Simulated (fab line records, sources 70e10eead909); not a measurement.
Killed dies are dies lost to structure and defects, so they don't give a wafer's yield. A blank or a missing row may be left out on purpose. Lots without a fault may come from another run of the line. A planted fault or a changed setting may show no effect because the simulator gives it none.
Which tool did it? | flow nand_harc | 14 lots, 42 wafers sampled, at 5 steps of a route of 1302

WHAT THE GAUGES READ, wafer by wafer
NHARC_A_ONON_D2_THK_MEAS_02: measures by ellipsometry. Usual: thk_nm 1000 nm, standard deviation 7.9.
lot  | measured     | on            | thk_nm (nm)    | flag
L153 | day 12 16:46 | film_metro-01 | 1003 1004 1004 |
L154 | day 12 16:46 | film_metro-02 | 1004 1003 1003 |
L155 | day 13 11:09 | film_metro-01 | 1012 1013 1013 |
L158 | day 14 11:14 | film_metro-01 | 1007 1005 1005 |
L159 | day 14 18:04 | film_metro-01 | 1005 1004 1004 |
L161 | day 15 21:19 | film_metro-01 | 995 993 992    |
L162 | day 15 21:20 | film_metro-02 | 1004 1005 1003 |
L163 | day 16 21:42 | film_metro-01 | 1003 1002 1003 |
L165 | day 17 01:38 | film_metro-01 | 1011 1010 1011 |
L164 | day 17 01:37 | film_metro-01 | 995 998 993    |
L166 | day 17 19:33 | film_metro-02 | 1016 1018 1018 |
L174 | day 20 20:26 | film_metro-01 | 994 994 995    |
L175 | day 21 01:58 | film_metro-01 | 1004 1003 1004 |
L176 | day 22 11:52 | film_metro-02 | 996 995 996    |

NHARC_A_ONON_D2_THK_MEAS_11: measures by ellipsometry. Usual: thk_nm 999 nm, standard deviation 6.4.
lot  | measured     | on            | thk_nm (nm)    | flag
L153 | day 12 18:28 | film_metro-01 | 994 993 997    |
L154 | day 12 18:28 | film_metro-02 | 1004 1005 1003 |
L155 | day 13 12:51 | film_metro-01 | 996 996 996    |
L158 | day 14 12:56 | film_metro-01 | 1002 1002 1003 |
L159 | day 14 19:46 | film_metro-01 | 993 993 993    |
L161 | day 15 23:01 | film_metro-02 | 998 998 999    |
L162 | day 15 23:01 | film_metro-01 | 995 995 997    |
L163 | day 16 23:24 | film_metro-01 | 994 993 994    |
L165 | day 17 03:21 | film_metro-01 | 628 1004 1005  | OFF
L164 | day 17 03:19 | film_metro-01 | 996 997 997    |
L166 | day 17 21:15 | film_metro-01 | 625 1001 1003  | OFF
L174 | day 20 22:08 | film_metro-01 | 1009 1009 1008 |
L175 | day 21 03:40 | film_metro-02 | 996 995 996    |
L176 | day 22 13:35 | film_metro-02 | 1008 1008 1007 |

NHARC_END_SORT_01. Usual: killed_at_array 46, standard deviation 15; killed_at_other 0.8, standard deviation 1.1; killed_at_periphery 4.0, standard deviation 2.9; killed_dies 50, standard deviation 15; killed_open 3.2, standard deviation 1.8; killed_short 2.3, standard deviation 1.6.
lot  | measured     | on        | killed_at_array | killed_at_other | killed_at_periphery | killed_dies | killed_open | killed_short | flag
L154 | day 24 12:56 | prober-02 | 59 74 63        | 1 0 3           | 1 5 3               | 61 79 69    | 4 4 2       | 2 1 1        |
L162 | day 28 02:10 | prober-02 | 63 64 57        | 3 0 3           | 8 5 4               | 74 69 64    | 0 3 5       | 4 2 6        |
L165 | day 29 03:16 | prober-01 | 676 45 40       | 0 0 0           | 1 1 1               | 677 46 41   | 2 6 2       | 0 1 1        | OFF
L166 | day 29 21:22 | prober-01 | 667 52 40       | 0 1 0           | 10 6 2              | 677 59 42   | 4 3 5       | 1 6 1        | OFF
L174 | day 32 18:00 | prober-01 | 36 36 31        | 0 0 0           | 6 4 6               | 42 40 37    | 3 4 5       | 5 2 0        |

WHICH TOOL RAN EACH LOT (tool, then ch and the chambers of the sampled wafers, then the start)
lot  | NHARC_A_DECK1_JOINT_CMP_13    | NHARC_A_ONON_D2_DEP_09
L153 | cmp-02 ch 0,2,3, day 11 10:11 | pecvd_onon-02 ch 0, day 12 17:57
L154 | cmp-04 ch 1,2, day 11 14:11   | pecvd_onon-04 ch 0, day 12 17:57
L155 | cmp-04 ch 0,1,2, day 12 10:34 | pecvd_onon-02 ch 0, day 13 12:24
L158 | cmp-04 ch 0,3, day 13 13:46   | pecvd_onon-04 ch 0, day 14 12:29
L159 | cmp-03 ch 0,2, day 13 19:01   | pecvd_onon-02 ch 0, day 14 19:16
L161 | cmp-04 ch 0,2,3, day 14 20:30 | pecvd_onon-02 ch 0, day 15 22:31
L162 | cmp-03 ch 0,2,3, day 14 20:35 | pecvd_onon-04 ch 0, day 15 22:31
L163 | cmp-04 ch 0,1, day 15 16:57   | pecvd_onon-04 ch 0, day 16 22:57
L165 | cmp-03 ch 1,2,3, day 16 01:47 | pecvd_onon-04 ch 0, day 17 02:49
L164 | cmp-02 ch 0,1,2, day 16 01:49 | pecvd_onon-03 ch 0, day 17 02:52
L166 | cmp-03 ch 0,2,3, day 16 15:55 | pecvd_onon-04 ch 0, day 17 20:55
L174 | cmp-04 ch 1,3, day 19 23:00   | pecvd_onon-02 ch 0, day 20 21:38
L175 | cmp-03 ch 0,2, day 20 04:14   | pecvd_onon-04 ch 0, day 21 03:09
L176 | cmp-03 ch 0,1,2, day 21 07:38 | pecvd_onon-04 ch 0, day 22 13:04
- NHARC_A_DECK1_JOINT_CMP_13: polishes, target thk 51.023 nm.
- NHARC_A_ONON_D2_DEP_09: target thk 1000 nm.

WHAT THE TOOLS THEMSELVES READ (means of the sampled wafers that have a number; where no wafer has one, the mark that the record gives instead)
NHARC_A_DECK1_JOINT_CMP_13. Usual: motor_current_A 12.3 A, standard deviation 1.2; time_to_endpoint_s 9.7 s, standard deviation 2.2.
lot  | tool   | motor_current_A (A) | time_to_endpoint_s (s) | flag
L153 | cmp-02 | 12.2                | 10.0                   |
L154 | cmp-04 | 12.5                | 7.5                    |
L155 | cmp-04 | 12.4                | 7.2                    |
L158 | cmp-04 | 12.0                | 7.7                    |
L159 | cmp-03 | 12.7                | 12.1                   |
L161 | cmp-04 | 12.9                | 7.5                    |
L162 | cmp-03 | 11.5                | 11.2                   |
L163 | cmp-04 | 11.5                | 8.0                    |
L165 | cmp-03 | 11.7                | 13.3                   |
L164 | cmp-02 | 12.3                | 8.4                    |
L166 | cmp-03 | 11.4                | 10.1                   |
L174 | cmp-04 | 13.7                | 11.0                   |
L175 | cmp-03 | 12.4                | 9.2                    |
L176 | cmp-03 | 12.5                | 7.7                    |

THE ANSWER, worked out from the rows above alone
Rule: a lot is off if the mean of its wafers that have a number lies more than 3 standard deviations from the usual mean. A lot without any number at a reading at which 4 lots or more have one is off too. The other lots that the step has rows for count as sound. The gauges are gone through in route order, then the tools' own readings, and for those a lot's mean is taken as printed above. The first step at which some lot is off is used, and at that step the reading that is off furthest; a lot without a number counts as furthest.
Off: L165, L166, at NHARC_A_ONON_D2_THK_MEAS_11 (thk_nm).
A tool fits if, at a process step before that reading, it ran every lot that is off, and no sound lot after the first of them. The gauges at NHARC_A_ONON_D2_THK_MEAS_11 aren't tried: what is off there is off at NHARC_END_SORT_01 too, on other tools, and a gauge's error can't cause that. None of those tried fits.

WHAT THE SIMULATOR HAD PUT IN
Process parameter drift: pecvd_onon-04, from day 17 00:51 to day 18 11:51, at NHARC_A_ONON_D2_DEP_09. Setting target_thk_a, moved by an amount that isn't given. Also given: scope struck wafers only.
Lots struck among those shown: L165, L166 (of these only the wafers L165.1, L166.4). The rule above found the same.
